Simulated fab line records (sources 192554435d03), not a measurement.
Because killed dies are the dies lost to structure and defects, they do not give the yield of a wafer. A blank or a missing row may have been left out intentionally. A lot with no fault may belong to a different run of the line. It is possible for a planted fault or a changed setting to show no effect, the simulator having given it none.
fab line records | flow n5Finfet
record lots=7 | wafers=21
route steps=1938 shown SD_EPI_N@273 HKMG_FIN@422 GATE_CUT@490 MOL_CONTACT_COAG@535 BEOL_M0@715 BEOL_M1@838 BEOL_M2@890 BEOL_M3@980 BEOL_M4@1050
startH: hours from the record's opening day to when the first of the lot's shown wafers began | waitH: hours elapsed since this lot's preceding step | " same as the row above | L1.1+2: several wafers, shown together as one row | - no value present, or no start provided | * or withheld: withheld | < > ~ a bound
route shown NAME@n: a module of which the file shows steps, and the number in the route of the first | usual: mean/standard deviation of fault-free wafers | same: alike in all rows | chamber/n: place in a boat | sites: per-site readings | _std_site: the values' standard deviation | _edge_site: mean of outer sites minus mean of inner sites | radiusMm: for every site, how far away it sits from the centre of the wafer | mask NAME#n: copy n | behind: the tool/chamber that last shaped the wafer | hold: the reason the lot was held/the length of the hold in hours/how it ended | device: whichever transistor did not switch (one of n, p or np) | end of line: tests run on the same wafers once the route is complete | a step without rows: its recipe alone | killed: dies that structure and defects cost at the first sort, which is not the same as the wafer's yield | map: a wafer's dies, marking killed ones x, the rest . and places with no die _
set.NAME: the setting the step ran with; set.NAME@STEP: the setting that earlier step ran with | model.NAME: the simulator's own value behind a step, which no gauge read
lots whose settings were changed on purpose; a table a step, a row a wafer
## steps
# step N5_SD_EPI_N_DESCUM_14
# recipe chemistry=O2 | timeS=7.9 | sourcePowerW=50 | biasPowerW=20 | pressureMtorr=20 | rfFrequencyHz=2.712e+07 | tempC=40 | resist=CAR-ArF-block | o2FlowSccm=225
lot.wafer | tool       | chamber | startH | waitH | set.timeS | set.pebTempC@SD_EPI_N_PEB_07 | model.SD_EPI_N.cdNm | model.CAR-ArF-block_of_SD_EPI_N_COAT_03.thkNm
L078.2    | rieDiel-02 | 0       | 75.24  | 0.0   | 7.9       | 110                          | 118.8               | 143.8
L078.4    | "          | 2       | "      | "     | 7.9       | 110                          | 120                 | 143.8
L078.6    | "          | 2       | "      | "     | 7.9       | 110                          | 119.4               | 144.2
L081.2    | rieDiel-05 | 0       | 91.49  | 0.0   | 8.4       | 110                          | 119.4               | 144
L081.3    | "          | 1       | "      | "     | 7.9       | 111.2                        | 122.8               | 144.2
L081.4    | "          | 2       | "      | "     | 8.4       | 111.2                        | 122                 | 144
L083.2    | rieDiel-05 | 3       | 103.74 | 0.0   | 7.9       | 110                          | 120                 | 144
L083.4    | "          | 1       | "      | "     | 9.423     | 111                          | 122.6               | 142.8
L083.5    | "          | 2       | "      | "     | 9.423     | 111                          | 122.4               | 142.8
L085.1    | rieDiel-02 | 2       | 117.21 | 0.2   | 7.9       | 110                          | 119.4               | 144
L085.2    | "          | 1       | "      | "     | 7.9       | 112.4                        | 124.8               | 144
L085.3    | "          | 0       | "      | "     | 8.501     | 110                          | 119                 | 143.4
L089.1    | rieDiel-05 | 1       | 138.88 | 0.1   | 7.9       | 107.1                        | 111.2               | 142.8
L089.3    | "          | 2       | "      | "     | 7.9       | 110                          | 119.2               | 143.2
L089.5    | "          | 0       | "      | "     | 7.9       | 107.1                        | 111.6               | 143
L092.1    | rieDiel-05 | 3       | 156.95 | 0.0   | 7.9       | 107.2                        | 113.6               | 144.2
L092.3    | "          | 0       | "      | "     | 8.477     | 110                          | 121.4               | 143.6
L092.6    | "          | 0       | "      | "     | 7.9       | 110                          | 120.6               | 144.4
L095.3    | rieDiel-02 | 2       | 177.09 | 0.0   | 7.162     | 110                          | 119.8               | 143.8
L095.5    | "          | 1       | "      | "     | 7.162     | 110                          | 118.8               | 143.8
L095.6    | "          | 2       | "      | "     | 7.9       | 107.3                        | 111.6               | 142.8
# step N5_SD_EPI_N_ETCH_34
# recipe chemistry=CF4 | target=SiARC | targetDepthA=455 | maskMaterial=CAR-ArF-block | timeS=75.8 | ionEnergyEv=80 | pressureMtorr=40 | sourceW=545 | biasW=36 | Ar_flow_sccm=100 | cf4FlowSccm=100 | ends=cleared
lot.wafer | tool       | chamber | startH | waitH | set.timeS@SD_EPI_N_DESCUM_14 | model.CAR-ArF-block_of_SD_EPI_N_COAT_03.thkNm
L078.2    | rieDiel-02 | 0       | 75.27  | 0.0   | 7.9                          | 111.4
L078.4    | "          | 2       | "      | "     | 7.9                          | 111.2
L078.6    | "          | 2       | "      | "     | 7.9                          | 111.6
L081.2    | rieDiel-05 | 0       | 91.52  | 0.0   | 8.4                          | 111.2
L081.3    | "          | 1       | "      | "     | 7.9                          | 111.6
L081.4    | "          | 2       | "      | "     | 8.4                          | 111.4
L083.2    | rieDiel-05 | 3       | 103.77 | 0.0   | 7.9                          | 111.4
L083.4    | "          | 1       | "      | "     | 9.423                        | 110.4
L083.5    | "          | 2       | "      | "     | 9.423                        | 110.2
L085.1+2  | rieDiel-02 | 2,1     | 117.25 | 0.0   | 7.9                          | 111.6
L085.3    | "          | 0       | "      | "     | 8.501                        | 111
L089.1    | rieDiel-05 | 1       | 138.91 | 0.0   | 7.9                          | 110.4
L089.3    | "          | 2       | "      | "     | 7.9                          | 110.8
L089.5    | "          | 0       | "      | "     | 7.9                          | 110.6
L092.1    | rieDiel-05 | 3       | 156.98 | 0.0   | 7.9                          | 111.6
L092.3    | "          | 0       | "      | "     | 8.477                        | 111.2
L092.6    | "          | 0       | "      | "     | 7.9                          | 111.8
L095.3    | rieDiel-02 | 2       | 177.12 | 0.0   | 7.162                        | 111.4
L095.5    | "          | 1       | "      | "     | 7.162                        | 111.2
L095.6    | "          | 2       | "      | "     | 7.9                          | 110.2
# step N5_SD_EPI_N_ETCH_35
# recipe chemistry=N2/H2 | target=SOC | overetchA=1080 | maskMaterial=SiARC | tempC=40 | ionEnergyEv=100 | sourceW=3000 | biasW=133 | pressureMtorr=20 | timeS=486 | n2FlowSccm=200 | h2FlowSccm=200
lot.wafer | tool       | chamber | startH | waitH | set.pebTempC@SD_EPI_N_PEB_07 | model.SD_EPI_N.cdNm
L078.2    | rieDiel-02 | 0       | 75.33  | 0.0   | 110                          | 117
L078.4    | "          | 2       | "      | "     | 110                          | 120
L078.6    | "          | 2       | "      | "     | 110                          | 118.8
L081.2    | rieDiel-05 | 0       | 91.58  | 0.0   | 110                          | 118.2
L081.3    | "          | 1       | "      | "     | 111.2                        | 121.2
L081.4    | "          | 2       | "      | "     | 111.2                        | 123.2
L083.2    | rieDiel-05 | 3       | 103.83 | 0.0   | 110                          | 120
L083.4    | "          | 1       | "      | "     | 111                          | 120.4
L083.5    | "          | 2       | "      | "     | 111                          | 123.4
L085.1    | rieDiel-02 | 2       | 117.31 | 0.0   | 110                          | 118.2
L085.2    | "          | 1       | "      | "     | 112.4                        | 123.6
L085.3    | "          | 0       | "      | "     | 110                          | 117.6
L089.1    | rieDiel-05 | 1       | 138.97 | 0.0   | 107.1                        | 109.4
L089.3    | "          | 2       | "      | "     | 110                          | 121
L089.5    | "          | 0       | "      | "     | 107.1                        | 110.6
L092.1    | rieDiel-05 | 3       | 157.04 | 0.0   | 107.2                        | 114.2
L092.3    | "          | 0       | "      | "     | 110                          | 119.2
L092.6    | "          | 0       | "      | "     | 110                          | 118.8
L095.3    | rieDiel-02 | 2       | 177.18 | 0.0   | 110                          | 119.4
L095.5    | "          | 1       | "      | "     | 110                          | 116.6
L095.6    | "          | 2       | "      | "     | 107.3                        | 110
# step N5_HKMG_FIN_COAT_29
# recipe resist=SOC | tempC=250 | timeS=60 | spinRpm=1500 | resistThkNm=300
lot.wafer | tool          | chamber | startH | waitH | set.spinRpm | model.SOC_of_HKMG_FIN_COAT_29.thkNm
L078.2    | lithoTrack-02 | 0       | 101.36 | 0.2   | 1500        | 300
L078.4    | "             | 0       | "      | "     | 1500        | 299.4
L078.6    | "             | 0       | "      | "     | 1500        | 301
L081.2    | lithoTrack-03 | 0       | 117.79 | 0.2   | 1500        | 299.8
L081.3    | "             | 0       | "      | "     | 1500        | 299.4
L081.4    | "             | 0       | "      | "     | 1590        | 290.8
L083.2    | lithoTrack-04 | 0       | 128.15 | 0.2   | 1500        | 299
L083.4    | "             | 0       | "      | "     | 1370        | 312.8
L083.5    | "             | 0       | "      | "     | 1370        | 313.6
L085.1    | lithoTrack-03 | 0       | 144.39 | 0.2   | 1500        | 300
L085.2    | "             | 0       | "      | "     | 1500        | 300.8
L085.3    | "             | 0       | "      | "     | 1500        | 301
L089.1    | lithoTrack-02 | 0       | 164.57 | 0.2   | 1500        | 299.6
L089.3    | "             | 0       | "      | "     | 1429        | 305.6
L089.5    | "             | 0       | "      | "     | 1500        | 299.4
L092.1+6  | lithoTrack-04 | 0       | 182.45 | 0.2   | 1500        | 301.6
L092.3    | "             | 0       | "      | "     | 1500        | 301
L095.3    | lithoTrack-02 | 0       | 205.66 | 0.2   | 1446        | 305.2
L095.5+6  | "             | 0       | "      | "     | 1446        | 304.8
# step N5_HKMG_FIN_DESCUM_17
# recipe chemistry=O2 | timeS=7.9 | sourcePowerW=50 | biasPowerW=20 | pressureMtorr=20 | rfFrequencyHz=2.712e+07 | tempC=40 | resist=CAR-ArF | o2FlowSccm=225
lot.wafer | tool       | chamber | startH | waitH | set.timeS | model.CAR-ArF_of_HKMG_FIN_COAT_06.thkNm
L078.2    | rieDiel-02 | 0       | 101.82 | 0.0   | 7.9       | 83.8
L078.4+6  | "          | 2,1     | "      | "     | 7.9       | 83.6
L081.2    | rieDiel-05 | 1       | 118.56 | 0.5   | 7.9       | 83.6
L081.3    | "          | 0       | "      | "     | 8.698     | 83.4
L081.4    | "          | 2       | "      | "     | 7.9       | 83.8
L083.2    | rieDiel-04 | 0       | 129.05 | 0.5   | 7.9       | 83.6
L083.4    | "          | 3       | "      | "     | 7.9       | 83.4
L083.5    | "          | 0       | "      | "     | 9.541     | 82.4
L085.1    | rieDiel-05 | 2       | 144.90 | 0.1   | 9.124     | 82.6
L085.2    | "          | 0       | "      | "     | 7.9       | 83.6
L085.3    | "          | 1       | "      | "     | 7.9       | 83.4
L089.1    | rieDiel-04 | 2       | 165.13 | 0.1   | 7.9       | 83.2
L089.3+5  | "          | 3,2     | "      | "     | 9.149     | 82.8
L092.1+3  | rieDiel-05 | 1,2     | 182.90 | 0.0   | 7.9       | 83.6
L092.6    | "          | 2       | "      | "     | 7.9       | 83.4
L095.3    | rieDiel-02 | 2       | 206.66 | 0.7   | 7.9       | 83.6
L095.5+6  | "          | 2,1     | "      | "     | 7.9       | 83.4
# step N5_HKMG_FIN_ETCH_31
# recipe chemistry=CF4 | target=SiARC | targetDepthA=455 | maskMaterial=CAR-ArF | timeS=75.8 | ionEnergyEv=80 | pressureMtorr=40 | sourceW=545 | biasW=36 | Ar_flow_sccm=100 | cf4FlowSccm=100 | ends=cleared
lot.wafer  | tool       | chamber | startH | waitH | set.timeS@HKMG_FIN_DESCUM_17 | model.CAR-ArF_of_HKMG_FIN_COAT_06.thkNm
L078.2+6   | rieDiel-02 | 0,1     | 101.85 | 0.0   | 7.9                          | 51
L078.4     | "          | 2       | "      | "     | 7.9                          | 50.8
L081.2     | rieDiel-05 | 1       | 118.60 | 0.0   | 7.9                          | 50.8
L081.3     | "          | 0       | "      | "     | 8.698                        | 50.8
L081.4     | "          | 2       | "      | "     | 7.9                          | 51
L083.2+4   | rieDiel-04 | 0,3     | 129.09 | 0.0   | 7.9                          | 50.8
L083.5     | "          | 0       | "      | "     | 9.541                        | 49.8
L085.1     | rieDiel-05 | 2       | 144.94 | 0.0   | 9.124                        | 50
L085.2     | "          | 0       | "      | "     | 7.9                          | 51.2
L085.3     | "          | 1       | "      | "     | 7.9                          | 50.8
L089.1     | rieDiel-04 | 2       | 165.17 | 0.0   | 7.9                          | 50.8
L089.3+5   | "          | 3,2     | "      | "     | 9.149                        | 50.2
L092.1     | rieDiel-05 | 1       | 182.94 | 0.0   | 7.9                          | 51.2
L092.3     | "          | 2       | "      | "     | 7.9                          | 51
L092.6     | "          | 2       | "      | "     | 7.9                          | 50.8
L095.3+5+6 | rieDiel-02 | 2,2,1   | 206.69 | 0.0   | 7.9                          | 50.8
# step N5_GATE_CUT_DESCUM_18
# recipe chemistry=O2 | timeS=7 | sourcePowerW=50 | biasPowerW=20 | pressureMtorr=20 | rfFrequencyHz=2.712e+07 | tempC=40 | resist=CAR-EUV | o2FlowSccm=225
lot.wafer  | tool       | chamber | startH | waitH | set.timeS | model.CAR-EUV_of_GATE_CUT_COAT_07.thkNm
L078.2+4   | rieDiel-01 | 0,2     | 109.97 | 0.0   | 7         | 26
L078.6     | "          | 3       | "      | "     | 7         | 25.8
L081.2+3+4 | rieDiel-06 | 2,0,3   | 127.17 | 0.0   | 7         | 26.2
L083.2+5   | rieDiel-01 | 2,0     | 137.37 | 0.0   | 8.009     | 25.6
L083.4     | "          | 3       | "      | "     | 7         | 26
L085.1+2+3 | rieDiel-06 | 3,2,0   | 153.18 | 0.0   | 7         | 26
L089.1+3+5 | rieDiel-01 | 1,0,0   | 173.40 | 0.0   | 7         | 26
L092.1     | rieDiel-03 | 3       | 191.45 | 0.2   | 7         | 26
L092.3+6   | "          | 1,2     | "      | "     | 5.713     | 26.6
L095.3+5+6 | rieDiel-01 | 3,2,1   | 214.94 | 0.0   | 7         | 26
# step N5_GATE_CUT_ETCH_28
# recipe chemistry=N2/H2 | target=underlayer | targetDepthA=130 | maskMaterial=CAR-EUV | timeS=10.4 | ionEnergyEv=200 | pressureMtorr=30 | sourceW=840 | biasW=150 | n2FlowSccm=200 | h2FlowSccm=200 | ends=cleared
# step N5_GATE_CUT_ETCH_36
# recipe chemistry=CF4 | target=SiARC | targetDepthA=130 | maskMaterial=CAR-EUV | timeS=21.7 | ionEnergyEv=80 | pressureMtorr=40 | sourceW=545 | biasW=36 | Ar_flow_sccm=100 | cf4FlowSccm=100 | ends=cleared
lot.wafer  | tool       | chamber | startH | waitH | set.timeS@GATE_CUT_DESCUM_18 | model.CAR-EUV_of_GATE_CUT_COAT_07.thkNm
L078.2     | rieDiel-01 | 0       | 110.02 | 0.0   | 7                            | 7
L078.4+6   | "          | 2,3     | "      | "     | 7                            | 6.8
L081.2+4   | rieDiel-06 | 2,3     | 127.23 | 0.0   | 7                            | 7.2
L081.3     | "          | 0       | "      | "     | 7                            | 7
L083.2+5   | rieDiel-01 | 2,0     | 137.42 | 0.0   | 8.009                        | 6.4
L083.4     | "          | 3       | "      | "     | 7                            | 6.8
L085.1+2+3 | rieDiel-06 | 3,2,0   | 153.24 | 0.0   | 7                            | 7
L089.1     | rieDiel-01 | 1       | 173.45 | 0.0   | 7                            | 6.8
L089.3+5   | "          | 0       | "      | "     | 7                            | 7
L092.1     | rieDiel-03 | 3       | 191.51 | 0.0   | 7                            | 6.8
L092.3     | "          | 1       | "      | "     | 5.713                        | 7.6
L092.6     | "          | 2       | "      | "     | 5.713                        | 7.4
L095.3+5+6 | rieDiel-01 | 3,2,1   | 215.00 | 0.0   | 7                            | 7
# step N5_MOL_CONTACT_COAG_CONTACT_ETCH_14
# recipe chemistry=C4F6/O2 | target=SiO2 | targetDepthA=275 | overetchA=85 | maskMaterial=SOC | pressureMtorr=30 | sourceW=370 | biasW=185 | Ar_flow_sccm=300 | C4F6_flow_sccm=16 | O2_flow_sccm=10 | timeS=20 | ionEnergyEv=259.6
# usual rfVppV=693/3.6
lot.wafer | tool       | chamber | startH | waitH | set.sourceW | rfVppV
L078.2    | rieDiel-02 | 2       | 114.10 | 0.0   | 370         | 698
L078.4    | "          | 3       | "      | "     | 370         | 692
L078.6    | "          | 3       | "      | "     | 370         | 692
L081.2    | rieDiel-04 | 3       | 131.35 | 0.0   | 324.3       | 724
L081.3    | "          | 2       | "      | "     | 370         | 688
L081.4    | "          | 1       | "      | "     | 370         | 696
L083.2    | rieDiel-05 | 3       | 141.52 | 0.0   | 370         | 693
L083.4    | "          | 2       | "      | "     | 370         | 695
L083.5    | "          | 2       | "      | "     | 434.2       | 665
L085.1    | rieDiel-04 | 2       | 157.45 | 0.0   | 329.5       | 711
L085.2    | "          | 3       | "      | "     | 370         | 697
L085.3    | "          | 0       | "      | "     | 329.5       | 719
L089.1    | rieDiel-05 | 3       | 177.81 | 0.0   | 370         | 694
L089.3    | "          | 2       | "      | "     | 370         | 696
L089.5    | "          | 1       | "      | "     | 323.8       | 720
L092.1    | rieDiel-05 | 0       | 195.57 | 0.0   | 370         | 692
L092.3    | "          | 1       | "      | "     | 329.6       | 719
L092.6    | "          | 2       | "      | "     | 370         | 695
L095.3    | rieDiel-04 | 2       | 219.23 | 0.0   | 370         | 688
L095.5    | "          | 1       | "      | "     | 329.4       | 729
L095.6    | "          | 2       | "      | "     | 370         | 687
# step N5_MOL_CONTACT_COAG_ALD_133
# recipe material=SiO2 | targetThkA=50 | tempC=100 | aldPrecursorFamily=BDEAS | aldCoReactant=O2-plasma | pulseTimeS=1 | coReactantPulseTimeS=1 | purgeTimeS=2 | coReactantPurgeTimeS=2 | aldCycles=35 | pressureTorr=2
lot.wafer  | tool      | chamber | startH | waitH | set.aldCycles | model.SiO2_of_MOL_CONTACT_COAG_ALD_133.thkNm
L078.2+4+6 | aldSin-02 | 1,2,3   | 123.94 | 0.1   | 35            | 5
L081.2+4   | aldSin-01 | 1,3     | 146.99 | 0.1   | 30            | 4.2
L081.3     | "         | 0       | "      | "     | 35            | 5
L083.2     | aldSin-01 | 1       | 152.77 | 0.1   | 35            | 5
L083.4     | "         | 3       | "      | "     | 40            | 5.6
L083.5     | "         | 2       | "      | "     | 40            | 5.8
L085.1     | aldSin-03 | 3       | 171.48 | 1.1   | 37            | 5.4
L085.2     | "         | 0       | "      | "     | 35            | 5
L085.3     | "         | 1       | "      | "     | 37            | 5.2
L089.1+3   | aldSin-02 | 3,0     | 191.80 | 0.1   | 35            | 5
L089.5     | "         | 2       | "      | "     | 38            | 5.4
L092.1+3   | aldSin-03 | 0,1     | 207.85 | 0.1   | 35            | 5
L092.6     | "         | 3       | "      | "     | 38            | 5.4
L095.3+5   | aldSin-02 | 2,0     | 230.31 | 0.1   | 35            | 5
L095.6     | "         | 1       | "      | "     | 30            | 4.4
# step N5_MOL_CONTACT_COAG_ETCH_124
# recipe chemistry=CH3F/O2 | target=SiNx | targetDepthA=65 | maskMaterial=SOC | stopOn=SiOC | overEtchFrac=0.3 | ionEnergyEv=120 | pressureMtorr=30 | sourceW=395 | biasW=73 | Ar_flow_sccm=150 | CH3F_flow_sccm=30 | O2_flow_sccm=20 | ends=endPoint
# usual rfVppV=299/5.4
lot.wafer | tool       | chamber | startH | waitH | set.biasW | rfVppV
L078.2    | rieDiel-04 | 3       | 124.31 | 0.0   | 73        | 297
L078.4    | "          | 1       | "      | "     | 73        | 300
L078.6    | "          | 1       | "      | "     | 73        | 300
L081.2    | rieDiel-02 | 3       | 147.52 | 0.0   | 77.99     | 322
L081.3    | "          | 1       | "      | "     | 73        | 295
L081.4    | "          | 0       | "      | "     | 77.99     | 315
L083.2    | rieDiel-04 | 0       | 153.13 | 0.0   | 73        | 289
L083.4    | "          | 3       | "      | "     | 66.62     | 277
L083.5    | "          | 2       | "      | "     | 66.62     | 271
L085.1    | rieDiel-02 | 3       | 172.14 | 0.0   | 81.15     | 332
L085.2    | "          | 0       | "      | "     | 73        | 300
L085.3    | "          | 1       | "      | "     | 73        | 297
L089.1    | rieDiel-04 | 2       | 192.19 | 0.0   | 73        | 293
L089.3    | "          | 0       | "      | "     | 83.67     | 319
L089.5    | "          | 1       | "      | "     | 83.67     | 335
L092.1    | rieDiel-05 | 3       | 208.29 | 0.0   | 73        | 298
L092.3    | "          | 1       | "      | "     | 77.16     | 312
L092.6    | "          | 3       | "      | "     | 73        | 299
L095.3    | rieDiel-05 | 0       | 230.77 | 0.0   | 73        | 307
L095.5    | "          | 3       | "      | "     | 63.66     | 269
L095.6    | "          | 2       | "      | "     | 63.66     | 269
# step N5_BEOL_M0_ETCH_138
# recipe chemistry=CH3F/O2 | targetDepthA=120 | target=SiCN | timeS=31.6 | ionEnergyEv=120 | pressureMtorr=30 | sourceW=395 | biasW=75 | Ar_flow_sccm=150 | CH3F_flow_sccm=30 | O2_flow_sccm=20 | ends=cleared
# usual rfVppV=297.4/1.7
lot.wafer | tool       | chamber | startH | waitH | set.sourceW | rfVppV
L078.2    | rieDiel-02 | 3       | 136.07 | 0.0   | 395         | 297.8
L078.4    | "          | 2       | "      | "     | 395         | 299.1
L078.6    | "          | 0       | "      | "     | 395         | 294.8
L081.2    | rieDiel-02 | 1       | 159.55 | 0.0   | 395         | 299.4
L081.3    | "          | 0       | "      | "     | 395         | 295.3
L081.4    | "          | 2       | "      | "     | 395         | 298.8
L083.2    | rieDiel-04 | 3       | 168.48 | 0.0   | 395         | 297.5
L083.4    | "          | 2       | "      | "     | 348         | 307.6
L083.5    | "          | 0       | "      | "     | 395         | 296.1
L085.1    | rieDiel-04 | 0       | 184.10 | 0.0   | 395         | 296.3
L085.2    | "          | 1       | "      | "     | 395         | 297.7
L085.3    | "          | 3       | "      | "     | 395         | 297.3
L089.1    | rieDiel-05 | 2       | 204.57 | 0.0   | 395         | 299.1
L089.3    | "          | 1       | "      | "     | 395         | 294.0
L089.5    | "          | 2       | "      | "     | 395         | 298.4
L092.1    | rieDiel-04 | 2       | 225.82 | 0.0   | 395         | 293.5
L092.3    | "          | 0       | "      | "     | 343.7       | 310.9
L092.6    | "          | 0       | "      | "     | 395         | 296.3
L095.3    | rieDiel-04 | 1       | 243.99 | 0.0   | 395         | 299.7
L095.5    | "          | 3       | "      | "     | 395         | 298.3
L095.6    | "          | 2       | "      | "     | 395         | 296.1
# step N5_BEOL_M1_DEP_57
# recipe material=SiCN | targetThkA=80 | tempC=withheld | precursor=3MS/NH3 | pressureTorr=3 | rfW=202 | timeS=14
lot.wafer  | tool     | chamber | startH | waitH | set.timeS | model.SiCN_of_BEOL_M1_DEP_57.thkNm
L078.2+4+6 | pecvd-03 | 1,2,2   | 160.09 | 0.0   | 14        | 8
L081.2     | pecvd-04 | 2       | 181.75 | 0.0   | 14        | 7.8
L081.3     | "        | 0       | "      | "     | 14        | 8
L081.4     | "        | 1       | "      | "     | 15.63     | 8.8
L083.2     | pecvd-02 | 1       | 189.69 | 0.0   | 14        | 7.8
L083.4     | "        | 2       | "      | "     | 15.76     | 9
L083.5     | "        | 1       | "      | "     | 14        | 8
L085.1+3   | pecvd-02 | 1,2     | 200.12 | 0.0   | 14        | 7.8
L085.2     | "        | 0       | "      | "     | 14        | 8
L089.1+5   | pecvd-03 | 1       | 227.14 | 0.1   | 12.04     | 7
L089.3     | "        | 1       | "      | "     | 14        | 8
L092.1+6   | pecvd-03 | 1       | 247.16 | 0.0   | 14        | 8.2
L092.3     | "        | 0       | "      | "     | 14        | 7.8
L095.3     | pecvd-04 | 0       | 261.19 | 0.0   | 12.07     | 6.6
L095.5     | "        | 1       | "      | "     | 12.07     | 7
L095.6     | "        | 2       | "      | "     | 14        | 8
# step N5_BEOL_M2_TRENCH_ETCH_37
# recipe chemistry=C4F6/O2 | targetDepthA=555.55 | target=SiOC | timeS=29.2 | ionEnergyEv=250 | pressureMtorr=30 | sourceW=355 | biasW=185 | Ar_flow_sccm=300 | C4F6_flow_sccm=10 | O2_flow_sccm=10
# usual rfVppV=668/13
lot.wafer | tool       | chamber | startH | waitH | set.biasW | rfVppV
L078.2    | rieDiel-05 | 1       | -      | -     | 185       | 667
L078.4    | "          | 0       | "      | "     | 185       | 686
L078.6    | "          | 2       | "      | "     | 185       | 670
L081.2    | rieDiel-04 | 2       | -      | -     | 185       | 655
L081.3    | "          | 1       | "      | "     | 198.3     | 709
L081.4    | "          | 3       | "      | "     | 198.3     | 704
L083.2    | rieDiel-02 | 1       | -      | -     | 185       | 664
L083.4    | "          | 3       | "      | "     | 203.3     | 739
L083.5    | "          | 1       | "      | "     | 203.3     | 715
L085.1    | rieDiel-04 | 0       | -      | -     | 185       | 646
L085.2    | "          | 2       | "      | "     | 185       | 654
L085.3    | "          | 3       | "      | "     | 185       | 668
L089.1    | rieDiel-05 | 0       | -      | -     | 185       | 685
L089.3    | "          | 3       | "      | "     | 185       | 668
L089.5    | "          | 3       | "      | "     | 185       | 668
L092.1    | rieDiel-05 | 2       | -      | -     | 185       | 669
L092.3    | "          | 3       | "      | "     | 185       | 667
L092.6    | "          | 0       | "      | "     | 185       | 685
L095.3    | rieDiel-05 | 3       | -      | -     | 185       | 668
L095.5    | "          | 1       | "      | "     | 214.2     | 764
L095.6    | "          | 2       | "      | "     | 214.2     | 751
# step N5_BEOL_M3_TRENCH_ETCH_37
# recipe chemistry=C4F6/O2 | targetDepthA=555.55 | target=SiOC | timeS=29.2 | ionEnergyEv=250 | pressureMtorr=30 | sourceW=355 | biasW=185 | Ar_flow_sccm=300 | C4F6_flow_sccm=10 | O2_flow_sccm=10
# usual rfVppV=669/8.8
lot.wafer | tool       | chamber | startH | waitH | set.biasW | rfVppV
L078.2    | rieDiel-03 | 2       | -      | -     | 185       | 659
L078.4    | "          | 0       | "      | "     | 185       | 682
L078.6    | "          | 2       | "      | "     | 185       | 658
L081.2    | rieDiel-01 | 0       | -      | -     | 185       | 680
L081.3    | "          | 2       | "      | "     | 185       | 677
L081.4    | "          | 1       | "      | "     | 170.3     | 624
L083.2    | rieDiel-06 | 1       | -      | -     | 185       | 652
L083.4    | "          | 3       | "      | "     | 173       | 639
L083.5    | "          | 1       | "      | "     | 173       | 620
L085.1    | rieDiel-03 | 3       | -      | -     | 169.5     | 617
L085.2    | "          | 1       | "      | "     | 169.5     | 628
L085.3    | "          | 0       | "      | "     | 185       | 682
L089.1    | rieDiel-01 | 3       | -      | -     | 164.3     | 611
L089.3    | "          | 1       | "      | "     | 164.3     | 607
L089.5    | "          | 1       | "      | "     | 164.3     | 605
L092.1    | rieDiel-06 | 2       | -      | -     | 185       | 676
L092.3    | "          | 1       | "      | "     | 185       | 655
L092.6    | "          | 1       | "      | "     | 185       | 654
L095.3    | rieDiel-06 | 3       | -      | -     | 185       | 674
L095.5    | "          | 1       | "      | "     | 185       | 654
L095.6    | "          | 2       | "      | "     | 185       | 674
# step N5_BEOL_M4_COAT_22
# recipe resist=CAR-EUV | spinRpm=1500 | resistThkNm=30
lot.wafer  | tool          | chamber | startH | waitH | set.spinRpm | model.CAR-EUV_of_BEOL_M4_COAT_22.thkNm
L078.2+4+6 | lithoTrack-04 | 0       | -      | -     | 1500        | 30
L081.2     | lithoTrack-01 | 0       | -      | -     | 1500        | 30
L081.3+4   | "             | 0       | "      | "     | 1383        | 31.4
L083.2+4+5 | lithoTrack-02 | 0       | -      | -     | 1500        | 30
L085.1     | lithoTrack-04 | 0       | -      | -     | 1384        | 31.4
L085.2+3   | "             | 0       | "      | "     | 1500        | 30.2
L089.1+3+5 | lithoTrack-04 | 0       | -      | -     | 1500        | 30
L092.1+3+6 | lithoTrack-02 | 0       | -      | -     | 1500        | 30
L095.3+5+6 | lithoTrack-02 | 0       | -      | -     | 1500        | 30
## key
split step=N5_SD_EPI_N_DESCUM_14 | setting=timeS | stated=7.9 | by=wafer
response step=N5_SD_EPI_N_DESCUM_14 | reading=model.CAR-ArF-block_of_SD_EPI_N_COAT_03.thkNm | change=-0.0712 | per=1% | r=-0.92
response step=N5_SD_EPI_N_ETCH_34 | reading=model.CAR-ArF-block_of_SD_EPI_N_COAT_03.thkNm | change=-0.0682 | per=1% | r=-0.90
split step=N5_HKMG_FIN_COAT_29 | setting=spinRpm | stated=1500 | by=wafer
response step=N5_HKMG_FIN_COAT_29 | reading=model.SOC_of_HKMG_FIN_COAT_29.thkNm | change=-1.53 | per=1% | r=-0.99
split step=N5_HKMG_FIN_DESCUM_17 | setting=timeS | stated=7.9 | by=wafer
response step=N5_HKMG_FIN_DESCUM_17 | reading=model.CAR-ArF_of_HKMG_FIN_COAT_06.thkNm | change=-0.0451 | per=1% | r=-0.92
response step=N5_HKMG_FIN_ETCH_31 | reading=model.CAR-ArF_of_HKMG_FIN_COAT_06.thkNm | change=-0.0457 | per=1% | r=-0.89
split step=N5_GATE_CUT_DESCUM_18 | setting=timeS | stated=7 | by=wafer
response step=N5_GATE_CUT_DESCUM_18 | reading=model.CAR-EUV_of_GATE_CUT_COAT_07.thkNm | change=-0.0308 | per=1% | r=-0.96
response step=N5_GATE_CUT_ETCH_36 | reading=model.CAR-EUV_of_GATE_CUT_COAT_07.thkNm | change=-0.0341 | per=1% | r=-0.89
split step=N5_MOL_CONTACT_COAG_CONTACT_ETCH_14 | setting=sourceW | stated=370 | by=wafer
response step=N5_MOL_CONTACT_COAG_CONTACT_ETCH_14 | reading=rfVppV | change=-2.22 | per=1% | r=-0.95
split step=N5_MOL_CONTACT_COAG_ALD_133 | setting=aldCycles | stated=35 | by=wafer
response step=N5_MOL_CONTACT_COAG_ALD_133 | reading=model.SiO2_of_MOL_CONTACT_COAG_ALD_133.thkNm | change=+0.0487 | per=1% | r=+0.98
split step=N5_MOL_CONTACT_COAG_ETCH_124 | setting=biasW | stated=73 | by=wafer
response step=N5_MOL_CONTACT_COAG_ETCH_124 | reading=rfVppV | change=+2.62 | per=1% | r=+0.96
split step=N5_BEOL_M0_ETCH_138 | setting=sourceW | stated=395 | by=wafer
response step=N5_BEOL_M0_ETCH_138 | reading=rfVppV | change=-1.09 | per=1% | r=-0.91
split step=N5_BEOL_M1_DEP_57 | setting=timeS | stated=14 | by=wafer
response step=N5_BEOL_M1_DEP_57 | reading=model.SiCN_of_BEOL_M1_DEP_57.thkNm | change=+0.0807 | per=1% | r=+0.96
split step=N5_BEOL_M2_TRENCH_ETCH_37 | setting=biasW | stated=185 | by=wafer
response step=N5_BEOL_M2_TRENCH_ETCH_37 | reading=rfVppV | change=+6.04 | per=1% | r=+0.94
split step=N5_BEOL_M3_TRENCH_ETCH_37 | setting=biasW | stated=185 | by=wafer
response step=N5_BEOL_M3_TRENCH_ETCH_37 | reading=rfVppV | change=+6.15 | per=1% | r=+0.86
split step=N5_BEOL_M4_COAT_22 | setting=spinRpm | stated=1500 | by=wafer
response step=N5_BEOL_M4_COAT_22 | reading=model.CAR-EUV_of_BEOL_M4_COAT_22.thkNm | change=-0.167 | per=1% | r=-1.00
split outsideThisFile step=N5_SD_EPI_N_PEB_07 setting=pebTempC
# split outsideThisFile: this setting was split too, and the file shows its column; the key of that split is in another file
